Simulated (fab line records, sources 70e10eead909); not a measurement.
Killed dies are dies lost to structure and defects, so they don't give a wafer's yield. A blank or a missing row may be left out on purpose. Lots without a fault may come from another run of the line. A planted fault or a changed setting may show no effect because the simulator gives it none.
Chamber matching | flow nand_harc | NHARC_A_STAIRCASE_DEP_301 on pecvd-03: 3 sister chambers
The step deposits SiON, target thk 30 nm. 3 wafers are shown with their chamber, then 9 later ones without.

WAFERS WITH THEIR CHAMBER
wafer  | chamber | heater_power_w (W)
L083.5 | 1       | 764
L086.1 | 0       | 689
L086.6 | 2       | 802

WAFERS WITHOUT THEIR CHAMBER
wafer  | heater_power_w (W)
L086.3 | 880
L086.4 | 676
L086.5 | 732
L096.1 | 793
L096.2 | 759
L096.6 | 756
L097.3 | 754
L097.4 | 691
L097.6 | 759

WHICH CHAMBER EACH WENT THROUGH
wafer  | from the rows above          | in truth
L086.3 | can't be placed: 2 or 1      | 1
L086.4 | 0                            | 0
L086.5 | can't be placed: 1 or 0 or 2 | 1
L096.1 | can't be placed: 2 or 1      | 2
L096.2 | can't be placed: 1 or 2      | 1
L096.6 | can't be placed: 1 or 2      | 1
L097.3 | can't be placed: 1 or 2 or 0 | 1
L097.4 | 0                            | 0
L097.6 | can't be placed: 1 or 2      | 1
Placed correctly: 2 of 9. Can't be placed from these rows: 7 (the true chamber is among the candidates in 7). Placed wrongly: 0.
How it was worked out, from the rows above alone: a wafer's distance from a chamber is the root of the sum, over the readings, of the square of ((its reading less the chamber's mean) divided by the reading's scatter). The wafer belongs to the nearest chamber; if the next one is less than 2 further off, it can't be placed. A chamber's mean is the mean of its shown wafers. The scatter: with one shown wafer a chamber, the root of the mean of the squares of how far each hidden wafer lies from its nearest shown one.
